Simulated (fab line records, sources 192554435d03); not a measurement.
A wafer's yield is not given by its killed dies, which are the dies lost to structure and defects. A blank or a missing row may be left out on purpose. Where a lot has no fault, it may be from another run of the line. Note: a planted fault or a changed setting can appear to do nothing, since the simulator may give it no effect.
A lot that was struck, set against a sound lot || flow n5Finfet || 16 steps out of a route of 1938
Sound: wafers L609.1, L609.3, L609.6. Struck: wafer L615.2. (L615.5 of the same lot was not struck and is left out.) The cause comes at the end.
Order at every step that has rows: each side's tool, ch and its chambers, its first start. Under that, the readings that differ: sound wafers || struck wafers || difference of the means || sigmas: that difference in standard deviations of wafers without a fault.
alike: readings with means less than 2 such deviations apart, plus words and numbers identical on both sides. not compared: withheld readings, readings lacking a value on some wafer, bounds such as >300 that could conceal the same value, and numbers that have no deviation in the record and whose values overlap.
Wherever a step has rows on one side only, a row that says differs or no value, or a row with sigmas, the two part there. Numbers that have no deviation but don't overlap get no sigmas and don't part them. A reading that every wafer of one side lacks parts them only if that side has two wafers or more.

N5_BEOL_M1_DESCUM_33: chemistry O2, time 7 s.
  sound on rieDiel-03 ch 0,3, day 8 21:34; struck on rieDiel-03 ch 1, day 10 05:33
{"reading": "drypumpMotorCurrentA (A)", "sound": "6.0 6.2 6.1", "struck": 4.7, "difference": -1.4, "sigmas": -3}
{"reading": "oesProductAu (a.u.)", "sound": "0.76 0.80 0.76", "struck": 0.96, "difference": "+0.19", "sigmas": "+2"}
  alike: biasPowerW, o2FlowSccm, rfVppV, showerheadPlenumPTorr, throttleValvePct
  not compared: rfHoursCounterH
then, 1 step without rows for these wafers: N5_BEOL_M1_ETCH_77 (etches underlayer in N2/H2, target depth 6.5 nm, time 5.2 s).
N5_BEOL_M1_ETCH_69: etches SiARC in CF4, target depth 15.6 nm, time 26 s.
  sound on rieDiel-03 ch 0,3, day 8 21:37; struck on rieDiel-03 ch 1, day 10 05:36
{"reading": "cf4FlowSccm (sccm)", "sound": "100.2 99.7 100.3", "struck": 99.3, "difference": -0.8, "sigmas": -2}
{"reading": "drypumpMotorCurrentA (A)", "sound": "6.1 6.2 6.1", "struck": 4.7, "difference": -1.4, "sigmas": -3}
{"reading": "oesProductAu (a.u.)", "sound": "0.65 0.68 0.65", "struck": 0.83, "difference": "+0.17", "sigmas": "+2"}
{"reading": "showerheadPlenumPTorr (Torr)", "sound": "2.04 2.07 2.04", "struck": 2.19, "difference": "+0.14", "sigmas": "+2"}
  alike: etchRfOnTimeS, rfVppV, throttleValvePct
  not compared: rfHoursCounterH
then, 1 step without rows for these wafers: N5_BEOL_M1_ALD_98 (deposits SiO2, target thk 2.5 nm, pulse time 1 s, co reactant pulse time 1 s).
N5_BEOL_M1_ETCHBACK_99: etches SiO2 in CHF3, target depth 5 nm, time 10.4 s.
  sound on rieDiel-03 ch 0,2,3, day 8 22:25; struck on rieDiel-03 ch 2, day 10 05:56
  alike: drypumpMotorCurrentA, oesProductAu, rfVppV, showerheadPlenumPTorr, throttleValvePct
  not compared: rfHoursCounterH
then, 3 steps without rows for these wafers: N5_BEOL_M1_ETCH_70 (etches SOC in N2/H2, target depth 80 nm, overetch 16 nm, time 120 s); N5_BEOL_M1_STRIP_71 (strips in N2/H2); N5_BEOL_M1_STRIP_78 (strips in N2/H2).
N5_BEOL_M1_VIA_ETCH_34: etches the open film in C4F6/O2, target depth 67.8 nm, time 64.4 s.
  sound on rieDiel-03 ch 0,2,3, day 8 22:33; struck on rieDiel-03 ch 2, day 10 06:04
  alike: drypumpMotorCurrentA, oesProductAu, rfVppV, showerheadPlenumPTorr, throttleValvePct
  not compared: rfHoursCounterH
then, 1 step without rows for these wafers: N5_BEOL_M1_STRIP_83 (strips in C4F6/O2).
N5_BEOL_M1_STRIP_36: strips in N2/H2.
  sound on rieDiel-03 ch 0,2,3, day 8 22:37; struck on rieDiel-03 ch 2, day 10 06:07
  alike: biasPowerW, drypumpMotorCurrentA, n2FlowSccm, oesProductAu, powerW, rfVppV, showerheadPlenumPTorr, throttleValvePct
  not compared: rfHoursCounterH
then, 1 step without rows for these wafers: N5_BEOL_M1_TRENCH_ETCH_37 (etches SiOC in C4F6/O2, target depth 55.207 nm, time 29 s).
N5_BEOL_M1_ETCH_41: etches SiCN in CH3F/O2, target depth 31.9 nm, time 57.8 s.
  sound on rieDiel-03 ch 0,2,3, day 8 22:41; struck on rieDiel-03 ch 2, day 10 06:11
{"reading": "model.etch.depthNm (nm)", "sound": "21.49 21.87 21.61", "struck": 16.63, "difference": -5.03, "sigmas": ""}
  alike: drypumpMotorCurrentA, oesProductAu, rfVppV, showerheadPlenumPTorr, throttleValvePct
  not compared: rfHoursCounterH
then, 1 step without rows for these wafers: N5_BEOL_M1_STRIP_97 (strips in N2/H2, time 10 s).
N5_BEOL_M4_RC_MEAS_101:
  sound on prober-02 ch 0, day 10 11:11; struck on prober-01 ch 0, day 11 21:58
  alike: DIBL_N, DIBL_P, IOFF_N, IOFF_P, ION_N, ION_P, SS_N, SS_P, VT_N, VT_P
then, 1 step without rows for these wafers: N5_PASSIVATION_PROBE_49.

== WHERE THEY PART ==
At N5_BEOL_M1_DESCUM_33 first; at N5_BEOL_M1_ETCH_69 last (within this record only). Later steps at which nothing parts them and some readings are alike: N5_BEOL_M1_ETCHBACK_99, N5_BEOL_M1_VIA_ETCH_34, N5_BEOL_M1_STRIP_36, N5_BEOL_M1_ETCH_41, N5_BEOL_M4_RC_MEAS_101.

WHY: what had been put in by the simulator
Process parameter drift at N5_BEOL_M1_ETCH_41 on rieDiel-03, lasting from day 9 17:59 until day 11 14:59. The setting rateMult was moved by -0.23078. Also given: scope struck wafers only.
